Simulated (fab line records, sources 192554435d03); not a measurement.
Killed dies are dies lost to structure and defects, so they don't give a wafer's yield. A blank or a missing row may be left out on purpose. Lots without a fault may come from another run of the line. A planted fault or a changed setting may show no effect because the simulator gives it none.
A struck lot beside a sound one | flow n5_finfet | 36 steps out of a route of 1938
Sound: wafers L636.4, L636.5, L636.6. Struck: wafers L628.2, L628.5, L628.6. The cause comes at the end.
At each step with rows: each side's tool, then ch and its chambers, then its first start. Under that, the readings that differ: sound wafers | struck wafers | difference of the means | sigmas: that difference in standard deviations of wafers without a fault.
alike: readings whose means differ by less than 2 such deviations, and words and numbers that are the same on both sides. not compared: withheld readings, readings that some wafer has no value for, bounds like >300 that may hide the same value, and numbers for which the record gives no deviation and whose values overlap.
The two part at a step that has a row with sigmas, a row that says differs or no value, or rows on one side only. Numbers that don't overlap but have no deviation are shown without sigmas and don't part them. A reading that every wafer of one side lacks parts them only if that side has two wafers or more.

first, 9 steps without rows for these wafers: N5_MOL_CONTACT_COAG_COAT_78 (resist thk 40 nm); N5_MOL_CONTACT_COAG_EBR_80; N5_MOL_CONTACT_COAG_SOFTBAKE_79 (time 60 s); N5_MOL_CONTACT_COAG_EXPOSE_81 (exposes mask VG, defocus 0 nm); N5_MOL_CONTACT_COAG_PEB_82 (peb time 60 s); N5_MOL_CONTACT_COAG_DEVELOP_83 (develop time 30 s); N5_MOL_CONTACT_COAG_DESCUM_88 (chemistry O2, time 7 s); N5_MOL_CONTACT_COAG_ETCH_89 (etches underlayer in N2/H2, target depth 13 nm, time 10.4 s); N5_MOL_CONTACT_COAG_ETCH_90 (etches SiARC in CF4, target depth 13 nm, time 21.7 s).
N5_MOL_CONTACT_COAG_ALD_131: deposits SiO2, target thk 5 nm, pulse time 1 s, co reactant pulse time 1 s.
  sound on ald_sin-03 ch 0,3, day 10 01:04; struck on ald_sin-01 ch 1,2,3, day 8 01:59
  no value came back on the struck wafers for ald_cycles, chamber_pressure_Torr (Torr), heater_power_w (W), precursor_pulse_height_rel; on the sound wafers ald_cycles reads 35 35 35
then, 12 steps without rows for these wafers: N5_MOL_CONTACT_COAG_ETCHBACK_132 (etches SiO2 in CHF3, target depth 10 nm, time 6.7 s); N5_MOL_CONTACT_COAG_ETCH_91 (etches SOC in N2/H2, target depth 60 nm, overetch 21 nm, time 101.2 s); N5_MOL_CONTACT_COAG_STRIP_92 (strips in N2/H2); N5_MOL_CONTACT_COAG_STRIP_93 (strips in N2/H2); N5_MOL_CONTACT_COAG_ETCHBACK_135 (etches SiO2 in CHF3, target depth 25 nm, time 16.7 s); N5_MOL_CONTACT_COAG_STRIP_118 (strips in CHF3); N5_MOL_CONTACT_COAG_VIA_ETCH_46 (etches SiO2 in C4F6/O2, target depth 46 nm, overetch 9.2 nm, time 40 s); N5_MOL_CONTACT_COAG_STRIP_96 (strips in N2/H2); N5_MOL_CONTACT_COAG_ETCH_47 (etches SiNx in CH3F/O2, stops on W, target depth 27 nm); N5_MOL_CONTACT_COAG_STRIP_119 (strips in N2/H2, time 30 s); N5_MOL_CONTACT_COAG_PRECLEAN_144 (cleans in alkaline clean, time 60 s); N5_MOL_CONTACT_COAG_SRD_145 (time 30 s).
N5_MOL_CONTACT_COAG_CD_MEAS_137: target cd 16 nm.
  sound on cd_sem-01, day 10 01:44; struck on cd_sem-02, day 8 02:39
  reading    | sound          | struck | difference                    | sigmas
  cd_nm (nm) | 16.5 15.8 16.1 | - - -  | no value on the struck wafers |
then, 9 steps without rows for these wafers: N5_MOL_CONTACT_COAG_COAT_62 (time 60 s, resist thk 60 nm); N5_MOL_CONTACT_COAG_COAT_63 (time 60 s, resist thk 10 nm); N5_MOL_CONTACT_COAG_COAT_64 (time 60 s, resist thk 10 nm); N5_MOL_CONTACT_COAG_COAT_34 (resist thk 40 nm); N5_MOL_CONTACT_COAG_EBR_36; N5_MOL_CONTACT_COAG_SOFTBAKE_35 (time 60 s); N5_MOL_CONTACT_COAG_EXPOSE_37 (exposes mask VD, defocus 0 nm); N5_MOL_CONTACT_COAG_PEB_38 (peb time 60 s); N5_MOL_CONTACT_COAG_DEVELOP_39 (develop time 30 s).
N5_MOL_CONTACT_COAG_INSPECT_42: inspects for defects (brightfield).
  sound on defect_inspect-01, day 10 02:09; struck on defect_inspect-01, day 8 03:11
  reading          | sound       | struck         | difference | sigmas
  raw_defect_count | 115 211 130 | 1972 1886 1943 | +1782      | +27
then, 1 step without rows for these wafers: N5_MOL_CONTACT_COAG_DESCUM_45 (chemistry O2, time 7 s).
N5_BEOL_M4_RC_MEAS_101:
  the record has rows for the sound wafers here (prober-01 ch 0, day 13 00:51) and none for the struck ones
-- the record jumps here: 7 days lie between the struck wafers' starts before and after (it left off in module BEOL_M4 and takes up again in module PASSIVATION, whose first step shown is number 1936 of the route) --
N5_PASSIVATION_PROBE_49:
  sound on prober-01, day 17 14:17; struck on prober-02, day 15 11:58
  reading                  | sound          | struck         | difference | sigmas
  defect_limited_yield (%) | 88.1 90.7 88.9 | 0 0 0          | -89        | -64
  killed_at_M0_to_M3       | 45 34 38       | 9 5 7          | -32        | -4
  killed_at_M4_up          | 19 22 16       | 4 0 5          | -16        | -3
  killed_at_contacts       | 22 14 18       | 1158 1164 1165 | +1144      | +99 or more
  killed_at_front_end      | 52 29 55       | 7 11 3         | -38        | -3
  killed_dies              | 140 110 131    | 1180 1180 1180 | +1053      | +66
  killed_on_rim            | 13 14 21       | 152 152 152    | +136       | +36
  killed_open              | 94 68 87       | 15 8 9         | -72        | -6
  killed_short             | 46 41 43       | 8 8 6          | -36        | -5
  sort_bin_5_function (%)  | 6.6 5.9 6.2    | 71.8 73.1 74.2 | +66.8      | +70
  sort_bin_6_memory (%)    | 4.9 3.0 4.6    | 2.8 2.7 2.5    | -1.5       | -3
  sort_n_pass              | 1040 1070 1049 | 0 0 0          | -1053      | -66
  sort_yield_pct (%)       | 88.1 90.7 88.9 | 0 0 0          | -89        | -64
  alike: killed_at_other

WHERE THEY PART
First at N5_MOL_CONTACT_COAG_ALD_131; last, within this record, at N5_PASSIVATION_PROBE_49.

WHY: what the simulator had put in
Skipped step whole: ald_sin-01, from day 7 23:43 on, at N5_MOL_CONTACT_COAG_ALD_131. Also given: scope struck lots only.
